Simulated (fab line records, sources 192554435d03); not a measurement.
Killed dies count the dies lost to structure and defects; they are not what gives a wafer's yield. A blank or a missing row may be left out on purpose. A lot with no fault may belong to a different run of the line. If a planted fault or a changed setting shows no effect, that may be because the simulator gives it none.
Split-lot trial	flow n5_finfet	on a route of 1938 steps: 7 lots, 39 wafers read

ABOUT THE SPLIT
At N5_BEOL_M9_HM_DEP_02 (deposits TiN, target thk 20 nm), the setting target_thk_a was moved away from the recipe's 200 angstrom on 15 of the 39 wafers read, by -47.7% to +52.1%. This setting was run at the recipe's value on the other wafers.

FROM THE SPLIT TO THE READING: what the file shows between them, 4 steps
- N5_BEOL_M9_COAT_59: time 60 s, resist thk 100 nm
- N5_BEOL_M9_COAT_60: time 60 s, resist thk 30 nm
- N5_BEOL_M9_STRIP_68: strips in N2/H2
- N5_BEOL_M9_STRIP_67: strips in CF4

THE READING
etch.depth_nm (the simulator's own value, which no gauge read), in nm, at N5_BEOL_M9_HM_OPEN_17 (chemistry Cl2/BCl3, target TiN, target depth 20 nm, overetch 6 nm). The file does not state a usual value for it. Average 20.02 nm, standard deviation 0.23 nm, over the 24 wafers here run with the recipe.

wafer	tool, chamber at the split	target_thk_a as run, angstrom	against the recipe	etch.depth_nm, nm	against lot-mates on the recipe
L075.1	pvd_sputter-03, -	200	recipe	19.87	-
L075.2	pvd_sputter-03, -	126.9	-36.5%	12.46	-7.60
L075.3	pvd_sputter-03, -	200	recipe	20.25	-
L075.4	pvd_sputter-03, -	200	recipe	20.05	-
L075.5	pvd_sputter-03, -	126.9	-36.5%	12.73	-7.33
L075.6	pvd_sputter-03, -	126.9	-36.5%	12.59	-7.47
L077.1	pvd_sputter-02, -	200	recipe	20	-
L077.2	pvd_sputter-02, -	200	recipe	19.7	-
L077.3	pvd_sputter-02, -	304.1	+52.1%	26.72	+6.78
L077.4	pvd_sputter-02, -	304.1	+52.1%	25.88	+5.94
L077.5	pvd_sputter-02, -	200	recipe	20.12	-
L077.6	pvd_sputter-02, -	304.1	+52.1%	25.79	+5.85
L080.1	pvd_sputter-01, -	200	recipe	20.18	-
L080.2	pvd_sputter-01, -	141.2	-29.4%	14.51	-5.81
L080.3	pvd_sputter-01, -	141.2	-29.4%	14.45	-5.87
L080.4	pvd_sputter-01, -	141.2	-29.4%	14.91	-5.41
L080.5	pvd_sputter-01, -	200	recipe	20.47	-
L080.6	pvd_sputter-01, -	200	recipe	20.32	-
L079.1	pvd_sputter-03, -	200	recipe	19.93	-
L079.2	pvd_sputter-03, -	164.2	-17.9%	16.8	-3.30
L079.3	pvd_sputter-03, -	200	recipe	20.26	-
L079.4	pvd_sputter-03, -	164.2	-17.9%	16.44	-3.66
L079.5	pvd_sputter-03, -	200	recipe	20.12	-
L079.6	pvd_sputter-03, -	164.2	-17.9%	16.31	-3.79
L082.1	pvd_sputter-03, -	104.6	-47.7%	10.32	-9.83
L082.2	pvd_sputter-03, -	104.6	-47.7%	10.55	-9.60
L082.3	pvd_sputter-03, -	200	recipe	19.84	-
L082.4	pvd_sputter-03, -	200	recipe	20.33	-
L082.5	pvd_sputter-03, -	104.6	-47.7%	10.56	-9.59
L082.6	pvd_sputter-03, -	200	recipe	20.27	-
L088.1	pvd_sputter-03, -	200	recipe	19.65	-
L088.2	pvd_sputter-03, -	200	recipe	19.98	-
L088.3	pvd_sputter-03, -	200	recipe	19.85	-
L088.4	pvd_sputter-03, -	200	recipe	19.68	-
L088.5	pvd_sputter-03, -	200	recipe	19.84	-
L088.6	pvd_sputter-03, -	200	recipe	20.27	-
L094.1	pvd_sputter-02, -	200	recipe	19.85	-
L094.2	pvd_sputter-02, -	200	recipe	19.76	-
L094.5	pvd_sputter-02, -	200	recipe	19.83	-

THE FIT
A straight line over all 39 wafers: etch.depth_nm changes by +0.163 nm for each +1% of target_thk_a; r = +0.98; the points scatter about the line by 0.84 nm.
The same after taking each lot's own level away (the mean of its wafers on the recipe; 39 wafers): +0.166 nm for each +1%; r = +0.98; scatter 0.84 nm.
Per that fit: largest target_thk_a move, reading shift of 8.6 nm.
Across the lots, their own levels run from 19.813 to 20.323 nm, a range of 2.2 times the standard deviation given above.
So the lot-to-lot level changes the slope little: the two slopes agree.
Check: with one of the wafers moved furthest among these (+52.1%) left out of the fit, the line predicts +8.39 nm for it against its lot-mates. Against them it came out at +6.78 nm.

ADDITIONAL SPLITS CARRIED BY THESE WAFERS
Note: prior to the reading, these wafers also went through further splits. Each is held against what the fit with the lots' levels taken away leaves over:
other split on the same wafers	wafers away from the commonest value	r with etch.depth_nm (lot level and that fit taken away)
N5_BEOL_M8_ILD_DEP_00 time_s	6	+0.14

THE WHOLE CHAIN: every reading that the file lists as answering this split, in the file's order
step	what it does	reading	change (the file's fit)	r (the file's)
N5_BEOL_M9_HM_DEP_02	deposits TiN, target thk 20 nm	TiN_of_BEOL_M9_HM_DEP_02.thk_nm (the simulator's own value, which no gauge read)	+0.201 nm for each +1% of the setting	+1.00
N5_BEOL_M9_HM_OPEN_17	chemistry Cl2/BCl3, target TiN, target depth 20 nm, overetch 6 nm	etch.depth_nm (the simulator's own value, which no gauge read)	+0.172 nm for each +1% of the setting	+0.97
N5_BEOL_M9_OCD_MEAS_38		trench_depth_nm	not straight: 150 at the lowest setting, 150 at the recipe, 7 at the highest	not given

THE FILE'S OWN FIT
etch.depth_nm changes by +0.172 nm for each +1% of target_thk_a, r = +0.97.
